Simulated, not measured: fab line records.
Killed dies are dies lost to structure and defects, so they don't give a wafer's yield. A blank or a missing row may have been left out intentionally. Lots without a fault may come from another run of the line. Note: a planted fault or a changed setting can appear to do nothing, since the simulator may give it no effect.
fab line records	flow nandHarc
[record] lots = 6	wafers = 18	lastDay = 24
route steps=1159 shown P_ZERO_WELL@5 END@1159
lots untouched by any fault: they come from a run of this same line in which no faults occurred
startH: the number of hours between the record's first day and the start of the first shown wafer of the lot	waitH: how many hours have passed since the lot's step before this one	" repeats the value in the row above	L1.1+2: a row that stands for several wafers	- no value, or no start was given	* or withheld: withheld	< > ~ a bound
route shown NAME@n: NAME is a module with steps in the file, n the number in the route of the first one	usual: mean and standard deviation over wafers with no fault	same: alike in all rows	chamber/n: place in a boat	sites: the reading at each site	_std_site: their standard deviation	_edge_site: inner sites' mean taken away from outer sites' mean	radiusMm: how far each site lies from the wafer's centre	mask NAME#n: copy n	behind: tool/chamber where the wafer was last shaped	hold: the reason the lot was held/the length of the hold in hours/how it ended	device: whichever transistor did not switch (one of n, p or np)	end of line: the tests these same wafers got at the end of their route	step lacking rows: just its recipe	killed: dies that structure and defects cost at the first sort, which is not the same as the wafer's yield	map: shows each die of a wafer: x if killed, . if not, _ if none is there
set.NAME: setting as actually run; set.NAME@STEP: the setting as run at that earlier step	model.NAME: the simulator's own value behind a step, which no gauge read
a table for each step, a row for each wafer; lots at some steps of the route
services: from which hour (startH, from the record's first day; less than 0 if before it) a tool's chamber was out of use, for how many hours, and why
[[steps]]
[step NHARC_P_ZERO_WELL_DEHYDRATE_03]
[recipe] tempC = 150	timeS = 120
[step NHARC_P_ZERO_WELL_HMDS_04]
[recipe] timeS = 30
[step NHARC_P_ZERO_WELL_COAT_64]
[recipe] tempC = 200	timeS = 65
[step NHARC_P_ZERO_WELL_COAT_05]
[recipe] spinRpm = 2000	resistThkNm = 600
[step NHARC_P_ZERO_WELL_SOFTBAKE_06]
[recipe] tempC = 125	timeS = 70
[step NHARC_P_ZERO_WELL_EBR_07]
[step NHARC_P_ZERO_WELL_EXPOSE_08]
[recipe] na = 0.55	targetCdNm = 500	doseMj = 33.8	maskId = P_ZERO
[step NHARC_P_ZERO_WELL_PEB_09]
[recipe] pebTempC = 128	pebTimeS = 80
[step NHARC_P_ZERO_WELL_DEVELOP_10]
[recipe] timeS = 50	devTempC = 22
[step NHARC_P_ZERO_WELL_CD_MEAS_11]
[recipe] targetCdNm = 500	landingEnergyEv = 500
[usual] cdNm = 500.4/2.6
lot.wafer	tool	chamber	startH	waitH	cdNm
L957.1	cdSem-01	0	73.25	-	502.6
L957.2	"	0	"	"	495.8
L957.6	"	0	"	"	497.7
L960.2	cdSem-02	0	91.16	-	502.8
L960.3	"	0	"	"	499.2
L960.4	"	0	"	"	502.5
L964.1	cdSem-03	0	115.11	-	501.5
L964.3	"	0	"	"	499.6
L964.6	"	0	"	"	503.3
L966.4	cdSem-01	0	127.12	-	498.9
L966.5	"	0	"	"	497.6
L966.6	"	0	"	"	498.8
L967.4	cdSem-01	0	133.25	-	501.8
L967.5	"	0	"	"	499.6
L967.6	"	0	"	"	498.9
L968.1	cdSem-03	0	139.11	-	503.1
L968.2	"	0	"	"	497.9
L968.5	"	0	"	"	496.7
[step NHARC_P_ZERO_WELL_HARDBAKE_12]
[recipe] tempC = 118	timeS = 65
[step NHARC_P_ZERO_WELL_DESCUM_13]
[recipe] timeS = 3	o2FlowSccm = 200	arFlowSccm = 0	biasPowerW = 0	chemistry = O2
[usual] drypumpMotorCurrentA = 5.8/0.45	o2FlowSccm = 200.0/0.63	oesProductAu = 0.998/0.015	rfVppV = 58.0/0.92	showerheadPlenumPTorr = 1.97/0.078	throttleValvePct = 11.311/0.0093
lot.wafer	tool	chamber	startH	waitH	drypumpMotorCurrentA	o2FlowSccm	oesProductAu	rfHoursCounterH	rfVppV	showerheadPlenumPTorr	throttleValvePct
L957.2	rieDiel-07	2	73.41	-	5.0	200.1	1.013	0.1	57.0	2.05	11.304
L957.1	"	3	"	"	6.4	200.7	0.980	1.3	57.1	2.03	11.317
L957.6	"	2	"	"	4.9	200.3	1.012	-	58.0	2.05	11.313
L960.2	rieDiel-11	2	91.33	-	5.8	200.6	0.990	6.4	59.2	1.95	11.309
L960.4	"	3	"	"	5.7	200.3	1.008	6.4	57.8	1.98	11.319
L960.3	"	0	"	"	5.6	200.5	0.993	5.4	59.5	1.85	11.337
L964.1	rieDiel-11	1	115.27	-	6.0	199.6	0.985	8.7	58.4	1.97	11.307
L964.3	"	2	"	"	5.8	199.0	1.007	8.9	58.5	1.95	11.298
L964.6	"	2	"	"	5.8	200.0	1.007	-	59.5	1.95	11.311
L966.4	rieDiel-11	2	127.30	-	5.8	199.6	1.013	10.4	59.5	1.95	11.306
L966.6	"	3	"	"	5.8	200.2	1.005	-	59.1	1.98	11.312
L966.5	"	0	"	"	5.6	200.9	0.987	-	58.6	1.85	11.309
L967.4	rieDiel-11	1	133.42	-	5.9	200.0	0.959	10.0	57.8	1.97	11.325
L967.6	"	2	"	"	5.8	199.6	0.997	-	59.2	1.95	11.323
L967.5	"	3	"	"	5.8	199.1	0.985	-	58.7	1.98	11.326
L968.1	rieDiel-07	2	139.27	-	5.0	198.7	1.021	5.6	58.6	2.05	11.300
L968.2	"	1	"	"	5.6	200.3	0.986	6.8	58.1	2.04	11.333
L968.5	"	2	"	"	5.0	199.3	1.018	-	56.8	2.05	11.312
[step NHARC_P_ZERO_WELL_ETCH_65]
[recipe] targetDepthA = 800	overetchA = 240	timeS = 87.88	ionEnergyEv = 200	n2FlowSccm = 150	h2FlowSccm = 150	arFlowSccm = 0	rfW = 400	biasW = 150	chemistry = N2/H2
[usual] drypumpMotorCurrentA = 5.8/0.44	oesProductAu = 0.998/0.014	rfVppV = 432.0/2.5	showerheadPlenumPTorr = 2.10/0.088	throttleValvePct = 14.171/0.0095
lot.wafer	tool	chamber	startH	waitH	drypumpMotorCurrentA	oesProductAu	rfHoursCounterH	rfVppV	showerheadPlenumPTorr	throttleValvePct
L957.1	rieDiel-07	3	73.49	0.1	6.5	0.985	1.3	433.6	2.17	14.163
L957.2	"	0	"	"	5.2	1.035	1.3	428.3	1.92	14.160
L957.6	"	0	"	"	5.2	1.032	-	429.0	1.93	14.168
L960.2	rieDiel-11	3	91.42	0.1	5.8	1.000	6.4	434.4	2.11	14.171
L960.3	"	0	"	"	5.6	0.987	5.4	429.5	1.97	14.181
L960.4	"	1	"	"	6.0	0.972	6.0	431.5	2.10	14.176
L964.1	rieDiel-11	0	115.36	0.1	5.6	0.985	7.8	429.4	1.97	14.155
L964.3	"	2	"	"	5.8	0.996	9.0	431.9	2.08	14.178
L964.6	"	3	"	"	5.7	0.996	-	432.3	2.11	14.175
L966.4	rieDiel-11	2	127.36	0.1	5.8	1.000	10.4	430.3	2.08	14.168
L966.6	"	1	"	"	6.0	0.978	-	430.8	2.10	14.166
L966.5	"	2	"	"	5.8	0.998	-	431.8	2.08	14.178
L967.4	rieDiel-11	2	133.50	0.1	5.8	1.001	10.4	431.3	2.08	14.172
L967.5	"	3	"	"	5.8	1.005	-	431.4	2.11	14.172
L967.6	"	0	"	"	5.6	0.990	-	427.1	1.97	14.171
L968.1	rieDiel-07	3	139.37	0.1	6.5	0.986	8.0	434.1	2.17	14.169
L968.2	"	0	"	"	5.2	1.022	8.2	426.6	1.92	14.168
L968.5	"	1	"	"	5.6	1.004	-	434.1	2.18	14.157
[step NHARC_P_ZERO_WELL_ETCH_62]
[recipe] targetDepthA = 130	timeS = 6.5	chf3FlowSccm = 50	arFlowSccm = 200	rfW = 500	biasW = 200	chemistry = CHF3/Ar
[usual] chf3FlowSccm = 50.00/0.16	drypumpMotorCurrentA = 5.8/0.45	oesProductAu = 0.961/0.019	rfVppV = 371.9/2.3	showerheadPlenumPTorr = 2.41/0.094	throttleValvePct = 20.216/0.0091
lot.wafer	tool	chamber	startH	waitH	chf3FlowSccm	drypumpMotorCurrentA	oesProductAu	rfHoursCounterH	rfVppV	showerheadPlenumPTorr	throttleValvePct
L957.1	rieDiel-07	1	-	-	50.08	5.6	0.946	1.3	374.6	2.50	20.217
L957.2	"	3	"	"	50.08	6.5	0.960	1.3	373.5	2.49	20.202
L957.6	"	2	"	"	50.07	5.0	0.966	-	374.4	2.50	20.199
L960.3	rieDiel-11	1	-	-	49.98	6.0	0.949	6.0	371.3	2.41	20.229
L960.4	"	2	"	"	50.15	5.8	0.966	6.5	372.0	2.39	20.222
L960.2	"	3	"	"	50.05	5.8	0.959	6.4	370.6	2.42	20.199
L964.1	rieDiel-11	3	-	-	49.93	5.8	0.974	8.7	371.3	2.42	20.210
L964.3	"	2	"	"	50.11	5.8	0.959	9.0	371.0	2.39	20.219
L964.6	"	3	"	"	49.86	5.8	0.980	-	371.9	2.42	20.232
L966.4	rieDiel-11	0	-	-	49.96	5.6	0.952	9.1	369.0	2.27	20.222
L966.5	"	3	"	"	49.70	5.7	0.958	-	372.5	2.42	20.219
L966.6	"	0	"	"	49.90	5.6	0.946	-	368.0	2.27	20.217
L967.4	rieDiel-11	3	-	-	49.80	5.8	0.959	10.1	373.3	2.42	20.209
L967.5	"	2	"	"	49.80	5.9	0.961	-	372.3	2.38	20.218
L967.6	"	3	"	"	49.96	5.8	0.961	-	371.7	2.42	20.218
L968.1	rieDiel-07	2	-	-	50.18	4.9	0.971	5.7	374.7	2.50	20.209
L968.2	"	1	"	"	49.89	5.6	0.970	6.9	374.4	2.49	20.206
L968.5	"	2	"	"	50.13	5.0	0.969	-	374.4	2.50	20.199
[step NHARC_P_ZERO_WELL_ETCH_63]
[recipe] targetDepthA = 1200	timeS = 40.1	hbrFlowSccm = 150	cl2FlowSccm = 50	rfW = 400	icpW = 400	biasW = 100	chemistry = HBr/Cl2
[usual] drypumpMotorCurrentA = 5.8/0.48	oesProductAu = 0.995/0.012	throttleValvePct = 26.406/0.0089
lot.wafer	tool	chamber	startH	waitH	drypumpMotorCurrentA	oesProductAu	rfHoursCounterH	throttleValvePct
L957.1	rieSi-03	1	73.69	-	6.0	1.010	0.7	26.403
L957.2	"	2	"	"	5.8	0.996	0.8	26.408
L957.6	"	3	"	"	6.2	1.001	-	26.423
L960.4	rieSi-03	3	91.58	-	6.3	0.989	0.9	26.392
L960.2	"	1	"	"	6.0	1.004	0.9	26.415
L960.3	"	2	"	"	5.8	0.979	1.0	26.409
L964.3	rieSi-06	3	115.54	-	6.1	0.997	1.1	26.418
L964.1	"	0	"	"	6.0	0.998	1.1	26.415
L964.6	"	3	"	"	6.1	1.005	-	26.398
L966.4	rieSi-02	0	127.56	-	4.9	0.985	0.8	26.419
L966.5	"	2	"	"	5.2	1.015	-	26.413
L966.6	"	3	"	"	5.0	0.999	-	26.394
L967.4	rieSi-03	0	133.66	-	6.2	1.006	1.6	26.412
L967.6	"	3	"	"	6.3	0.991	-	26.397
L967.5	"	0	"	"	6.2	1.006	-	26.401
L968.2	rieSi-06	1	139.54	-	5.2	0.978	1.1	26.393
L968.1	"	2	"	"	6.2	0.992	1.1	26.415
L968.5	"	1	"	"	5.2	0.970	-	26.396
[step NHARC_P_ZERO_WELL_STRIP_15]
[recipe] timeS = 900	tempC = 130	chemistry = SPM
[step NHARC_P_ZERO_WELL_DEHYDRATE_16]
[recipe] tempC = 150	timeS = 120
[step NHARC_P_ZERO_WELL_HMDS_17]
[recipe] timeS = 30
[step NHARC_P_ZERO_WELL_COAT_18]
[recipe] spinRpm = withheld
[step NHARC_P_ZERO_WELL_SOFTBAKE_19]
[recipe] tempC = 122	timeS = 95
[step NHARC_P_ZERO_WELL_EBR_20]
[step NHARC_P_ZERO_WELL_EXPOSE_21]
[recipe] na = 0.6	targetCdNm = 720	doseMj = 22.31	maskId = P_NWELL
[step NHARC_P_ZERO_WELL_PEB_22]
[recipe] pebTempC = 118	pebTimeS = 85
[step NHARC_P_ZERO_WELL_DEVELOP_23]
[recipe] timeS = 70
[step NHARC_P_ZERO_WELL_CD_MEAS_24]
[recipe] targetCdNm = 720	landingEnergyEv = 500
[usual] cdNm = 719.9/2.7
lot.wafer	tool	chamber	startH	waitH	cdNm
L957.1	cdSem-03	0	74.59	-	718.9
L957.2	"	0	"	"	721.6
L957.6	"	0	"	"	719.3
L960.2	cdSem-02	0	92.39	-	716.9
L960.3	"	0	"	"	717.0
L960.4	"	0	"	"	718.0
L964.1	cdSem-03	0	116.33	-	723.3
L964.3	"	0	"	"	725.4
L964.6	"	0	"	"	723.5
L966.4	cdSem-02	0	128.34	-	720.0
L966.5	"	0	"	"	723.9
L966.6	"	0	"	"	723.1
L967.4	cdSem-01	0	134.58	-	711.9
L967.5	"	0	"	"	719.2
L967.6	"	0	"	"	716.8
L968.1	cdSem-01	0	140.45	-	723.3
L968.2	"	0	"	"	720.2
L968.5	"	0	"	"	720.2
[step NHARC_P_ZERO_WELL_HARDBAKE_25]
[recipe] tempC = 125	timeS = 80
[step NHARC_P_ZERO_WELL_DESCUM_26]
[recipe] timeS = 3	o2FlowSccm = 200	arFlowSccm = 0	biasPowerW = 0	chemistry = O2
[usual] drypumpMotorCurrentA = 5.8/0.4	o2FlowSccm = 200.1/0.6	oesProductAu = 0.999/0.013	rfVppV = 58.0/0.85	showerheadPlenumPTorr = 1.96/0.076	throttleValvePct = 11.311/0.008
lot.wafer	tool	chamber	startH	waitH	drypumpMotorCurrentA	o2FlowSccm	oesProductAu	rfHoursCounterH	rfVppV	showerheadPlenumPTorr	throttleValvePct
L957.2	rieDiel-08	1	74.75	-	6.1	199.7	1.001	7.7	58.3	1.85	11.313
L957.1	"	2	"	"	5.5	198.9	1.018	8.2	59.1	2.00	11.296
L957.6	"	2	"	"	5.5	198.4	1.024	-	59.1	2.00	11.310
L960.2	rieDiel-07	0	92.54	-	5.2	199.3	1.023	5.4	57.8	1.81	11.330
L960.4	"	1	"	"	5.6	200.5	0.986	4.3	58.6	2.04	11.309
L960.3	"	2	"	"	4.9	199.0	1.011	2.8	59.1	2.05	11.320
L964.3	rieDiel-11	1	116.49	-	6.0	200.2	0.988	8.7	58.0	1.97	11.296
L964.1	"	2	"	"	5.8	200.4	1.008	9.0	58.2	1.95	11.311
L964.6	"	1	"	"	6.0	200.4	0.984	-	57.6	1.97	11.300
L966.4	rieDiel-11	3	128.53	-	5.7	200.2	1.012	10.1	57.7	1.98	11.304
L966.5	"	0	"	"	5.5	200.8	0.984	-	58.4	1.85	11.317
L966.6	"	1	"	"	5.9	200.3	0.975	-	57.9	1.97	11.333
L967.6	rieDiel-08	2	134.78	-	5.5	199.7	0.988	-	57.2	2.00	11.291
L967.4	"	3	"	"	6.5	201.3	0.988	-	58.3	2.01	11.317
L967.5	"	1	"	"	6.1	199.4	1.000	-	57.9	1.85	11.307
L968.1	rieDiel-08	2	140.61	-	5.5	199.6	1.002	0.7	58.7	2.00	11.320
L968.2	"	1	"	"	6.1	200.4	1.002	0.7	57.4	1.85	11.305
L968.5	"	3	"	"	6.4	199.8	0.996	-	58.4	2.01	11.307
[step NHARC_P_ZERO_WELL_IMPLANT_27]
[recipe] energyKev = 600	doseCm2 = 1e+13	tiltDeg = 7
[step NHARC_P_ZERO_WELL_IMPLANT_57]
[recipe] energyKev = 250	doseCm2 = 4e+12	tiltDeg = 7
[step NHARC_P_ZERO_WELL_IMPLANT_58]
[recipe] energyKev = 100	doseCm2 = 2e+12	tiltDeg = 7
[step NHARC_P_ZERO_WELL_STRIP_28]
[recipe] timeS = 840	tempC = 130	chemistry = SPM
[step NHARC_P_ZERO_WELL_DEHYDRATE_29]
[recipe] tempC = 150	timeS = 120
[step NHARC_P_ZERO_WELL_HMDS_30]
[recipe] timeS = 30
[step NHARC_P_ZERO_WELL_COAT_31]
[recipe] spinRpm = withheld
[step NHARC_P_ZERO_WELL_SOFTBAKE_32]
[recipe] tempC = 122	timeS = 95
[step NHARC_P_ZERO_WELL_EBR_33]
[step NHARC_P_ZERO_WELL_EXPOSE_34]
[recipe] na = 0.6	targetCdNm = 720	doseMj = 22.31	maskId = P_PWELL
[step NHARC_P_ZERO_WELL_PEB_35]
[recipe] pebTempC = 118	pebTimeS = 85
[step NHARC_P_ZERO_WELL_DEVELOP_36]
[recipe] timeS = 70
[step NHARC_P_ZERO_WELL_CD_MEAS_37]
[recipe] targetCdNm = 720	landingEnergyEv = 500
[usual] cdNm = 718.5/1.8
lot.wafer	tool	chamber	startH	waitH	cdNm
L957.1	cdSem-03	0	76.59	-	717.2
L957.2	"	0	"	"	720.8
L957.6	"	0	"	"	717.6
L960.2	cdSem-03	0	93.90	-	720.5
L960.3	"	0	"	"	717.5
L960.4	"	0	"	"	720.3
L964.1	cdSem-02	0	117.98	-	720.2
L964.3	"	0	"	"	720.7
L964.6	"	0	"	"	718.7
L966.4	cdSem-02	0	129.85	-	720.9
L966.5	"	0	"	"	720.4
L966.6	"	0	"	"	722.0
L967.4	cdSem-01	0	136.25	-	718.4
L967.5	"	0	"	"	719.8
L967.6	"	0	"	"	721.6
L968.1	cdSem-02	0	142.16	-	720.2
L968.2	"	0	"	"	718.5
L968.5	"	0	"	"	717.2
[step NHARC_P_ZERO_WELL_HARDBAKE_38]
[recipe] tempC = 125	timeS = 80
[step NHARC_P_ZERO_WELL_DESCUM_39]
[recipe] timeS = 3	o2FlowSccm = 200	arFlowSccm = 0	biasPowerW = 0	chemistry = O2
[usual] drypumpMotorCurrentA = 5.8/0.4	o2FlowSccm = 200.1/0.56	oesProductAu = 0.997/0.013	rfVppV = 58.1/0.81	showerheadPlenumPTorr = 1.96/0.075	throttleValvePct = 11.312/0.0092
lot.wafer	tool	chamber	startH	waitH	drypumpMotorCurrentA	o2FlowSccm	oesProductAu	rfHoursCounterH	rfVppV	showerheadPlenumPTorr	throttleValvePct
L957.1	rieDiel-11	3	76.75	-	5.7	199.4	1.013	5.6	58.1	1.98	11.321
L957.2	"	2	"	"	5.8	200.1	1.000	5.7	58.8	1.95	11.315
L957.6	"	3	"	"	5.8	199.2	1.009	-	58.6	1.98	11.311
L960.3	rieDiel-11	3	94.06	-	5.8	199.7	1.004	6.7	58.3	1.98	11.309
L960.2	"	1	"	"	5.9	200.5	0.970	6.5	58.1	1.97	11.303
L960.4	"	2	"	"	5.8	201.1	1.008	7.0	57.5	1.95	11.319
L964.1	rieDiel-08	2	118.14	-	5.5	201.0	0.998	11.8	58.5	2.00	11.327
L964.3	"	1	"	"	6.2	200.3	1.000	11.4	57.6	1.85	11.312
L964.6	"	2	"	"	5.5	200.6	1.011	-	58.8	2.00	11.325
L966.4	rieDiel-11	3	130.04	-	5.8	200.6	1.008	10.1	57.7	1.98	11.322
L966.6	"	1	"	"	6.0	200.5	0.979	-	58.0	1.97	11.317
L966.5	"	2	"	"	5.8	200.9	1.007	-	57.6	1.95	11.317
L967.5	rieDiel-08	2	136.45	-	5.5	201.0	0.991	-	58.2	2.00	11.310
L967.4	"	3	"	"	6.5	200.7	0.985	-	57.4	2.01	11.317
L967.6	"	1	"	"	6.1	199.9	1.007	-	56.6	1.85	11.331
L968.2	rieDiel-07	0	142.35	-	5.2	199.9	1.021	8.3	57.4	1.81	11.313
L968.1	"	1	"	"	5.6	199.9	0.990	7.0	57.9	2.04	11.315
L968.5	"	2	"	"	5.0	199.5	1.018	-	57.9	2.05	11.315
[step NHARC_P_ZERO_WELL_INSPECT_43]
[usual] rawDefectCount = 15/6.3
lot.wafer	tool	chamber	startH	waitH	rawDefectCount
L957.1	defectInspect-01	-	79.91	0.6	17
L957.2	"	-	"	"	17
L957.6	"	-	"	"	11
L960.2	defectInspect-01	-	97.53	0.5	23
L960.3	"	-	"	"	13
L960.4	"	-	"	"	15
L964.1	defectInspect-01	-	121.47	0.6	14
L964.3	"	-	"	"	7
L964.6	"	-	"	"	15
L966.4	defectInspect-01	-	133.16	0.2	494
L966.5	"	-	"	"	477
L966.6	"	-	"	"	507
L967.4	defectInspect-01	-	139.75	0.3	475
L967.5	"	-	"	"	528
L967.6	"	-	"	"	486
L968.1	defectInspect-01	-	145.67	0.6	13
L968.2	"	-	"	"	13
L968.5	"	-	"	"	18
[step NHARC_END_SORT_01]
[recipe] tempC = 25
[usual] killedAtArray = 28/11	killedAtOther = 0.5/0.87	killedAtPeriphery = 2.9/2.2	killedDies = 32/11	killedOpen = 3.2/1.9	killedShort = 1.8/1.4
[same] grossDies = 677
lot.wafer	tool	chamber	startH	waitH	killedAtArray	killedAtOther	killedAtPeriphery	killedDies	killedOpen	killedShort
L966.4	prober-01	0	553.17	3.4	52	0	38	90	4	1
L966.5	prober-01	0	553.98	3.7	42	0	37	79	2	2
L966.6	prober-01	0	554.78	4.0	44	0	50	94	2	1
L967.4	prober-02	0	553.32	3.4	21	0	44	65	2	0
L967.5	prober-02	0	554.12	3.7	14	0	87	101	3	2
L967.6	prober-02	0	554.91	4.0	24	0	81	105	2	2
// killed by level:class
L966.4 P_ZERO_WELL:unspecified=37 A_CHANNEL_HOLE_D1:chamberFilmFlake=27 A_SLIT:chamberFilmFlake=16 A_CONTACT:chamberFilmFlake=3 A_CONTACT:geometricParticle:open=2 A_CONTACT:geometricParticle:short=1 A_M0:geometricParticle:open=1 A_M1:geometricParticle:open=1
L967.4 P_ZERO_WELL:unspecified=38 P_ZERO_WELL:chamberFilmFlake=5 A_CHANNEL_HOLE_D1:chamberFilmFlake=5 A_CONTACT:chamberFilmFlake=4 A_STAIRCASE:chamberFilmFlake=3 A_WL_FILL:chamberFilmFlake=3 A_STAIRCASE:geometricParticle:open=1 A_M0:geometricParticle:open=1
L966.5 P_ZERO_WELL:unspecified=36 A_SLIT:chamberFilmFlake=17 A_CHANNEL_HOLE_D1:chamberFilmFlake=14 A_CONTACT:chamberFilmFlake=5 A_STAIRCASE:chamberFilmFlake=2 P_CONTACT:geometricParticle:open=1 A_CHANNEL_HOLE_D1:geometricParticle:short=1 A_CONTACT:geometricParticle:short=1
L967.5 P_ZERO_WELL:unspecified=81 A_CHANNEL_HOLE_D1:chamberFilmFlake=4 A_CONTACT:chamberFilmFlake=4 P_ZERO_WELL:chamberFilmFlake=2 A_WL_FILL:chamberFilmFlake=2 P_M0:geometricParticle:short=1 P_M1:geometricParticle:open=1 A_CHANNEL_FILL_D1:geometricParticle:open=1
L966.6 P_ZERO_WELL:unspecified=47 A_CHANNEL_HOLE_D1:chamberFilmFlake=18 A_SLIT:chamberFilmFlake=18 A_CONTACT:chamberFilmFlake=3 A_STAIRCASE:chamberFilmFlake=2 P_GATE:geometricParticle:open=1 A_ONON_D1:geometricParticle:open=1 A_WL_FILL:geometricParticle:short=1
L967.6 P_ZERO_WELL:unspecified=76 A_CHANNEL_HOLE_D1:chamberFilmFlake=7 A_CONTACT:chamberFilmFlake=6 A_SGD_CUT:chamberFilmFlake=3 P_ZERO_WELL:chamberFilmFlake=2 P_GATE:chamberFilmFlake=2 A_CHANNEL_FILL_D1:chamberFilmFlake=2 A_STAIRCASE:chamberFilmFlake=2
// map L966.6 (x killed, . not)
____________.____________
_________......._________
_______..........._______
______.............______
_____.............xx_____
____...............xx____
____..............xxx____
___................xxx___
___...............xxxx___
__.................xxxx__
__.................xxxx__
_.............x...xxxxxx_
_.................xxxxxx_
_..................xxxxx_
_...................xxxx_
_...................xx.._
x..........x.......x....x
....x........x...........
...x.....................
...x........x.x...x......
.xxxx......x..x.xx.......
_.xx.........x.........._
_.xxx.....x.x.x........._
_xxx..x....x............_
_....x...x..xxx.x......._
_..x........xx.........._
__........x.x..........__
__...........x.........__
___...................___
___x..................___
____...x.............____
____......x..........____
_____..............._____
______.............______
_______..........._______
_________......._________
____________.____________
// map L967.6 (x killed, . not)
____________.____________
_________......._________
_______..........x_______
______.............______
_____..............._____
____xxx.x............____
____xxx..x...........____
___xxxxxx.............___
___xxxxxx.............___
__xxxxxx...............__
__xxxxxxxx......x......__
_xxxxxxxx..............._
_xxxxxxxx........x......_
_xxxxxxx.x.............._
_xxxxxxxx....x.........._
_.xxxxxx................_
.xx..x............x......
..xx.x......x............
......x.................x
x............x......x...x
........................x
_xx.x......x............_
_..............x........_
_...........x..........._
_...........x..........._
_......................._
__.....................__
__............x..x.....__
___...................___
___....x........x.....___
____.................____
____.x...............____
_____x.............._____
______.............______
_______..........._______
_________....x.._________
____________.____________
[[services]]
tool	chamber	startH	hours	kind
rieDiel-07	-	51.33	9.0	pm
rieDiel-07	0	51.33	9.0	ventCycle
rieDiel-07	1	51.33	9.0	ventCycle
rieDiel-11	0	54.80	4.0	repair
rieDiel-07	2	60.78	8.5	repair
rieSi-06	2	62.60	7.8	repair
rieDiel-11	0	70.52	-	clean
rieDiel-11	1	70.52	-	clean
rieDiel-11	2	70.52	-	clean
rieDiel-11	3	70.52	-	clean
rieDiel-08	-	78.83	0.8	repair
rieSi-03	-	93.40	0.8	repair
rieDiel-08	0	94.04	132.0	repair
rieDiel-11	0	95.02	-	clean
rieDiel-11	1	95.02	-	clean
rieDiel-11	2	95.02	-	clean
rieDiel-11	3	95.02	-	clean
rieDiel-07	-	101.47	1.5	repair
rieDiel-11	0	119.53	-	clean
rieDiel-11	1	119.53	-	clean
rieDiel-11	2	119.53	-	clean
rieDiel-11	3	119.53	-	clean
rieDiel-08	-	124.88	9.0	pm
rieDiel-08	1	141.25	6.0	repair
[[key]]
[firstSign] step = NHARC_P_ZERO_WELL_INSPECT_43	reading = rawDefectCount	direction = up	sigmas = 76	usual = 15	struck = 494
[effect] step = NHARC_END_SORT_01	reading = killedAtPeriphery	direction = up	sigmas = 25	usual = 2.9	struck = 56.2
[moreKillsBornAt] NHARC_P_ZERO_WELL_ETCH_65@rieDiel-11 = 315
metAt NHARC_P_ZERO_WELL_ETCH_65
struckWafers L966.4,L966.5,L966.6,L967.4,L967.5,L967.6
testerLeftOut L966,L967
onsetBetween 115.36 127.36
alsoFits NHARC_P_ZERO_WELL_DESCUM_13:rieDiel-11,NHARC_P_ZERO_WELL_ETCH_62:rieDiel-11
[fault] kind = chamberParticleSource	tool = rieDiel-11	chamber = -	onsetH = 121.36	steps = NHARC_P_ZERO_WELL_ETCH_65	ratePerVisitCm2 = 0.74591	endH = 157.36
// testerLeftOut: of these lots the tester's yield and bins aren't shown, on N5 and GAA mostly nor the transistor test; their killed dies are dies lost to structure and defects alone, not to doping, threshold or leakage, so they don't give the yield
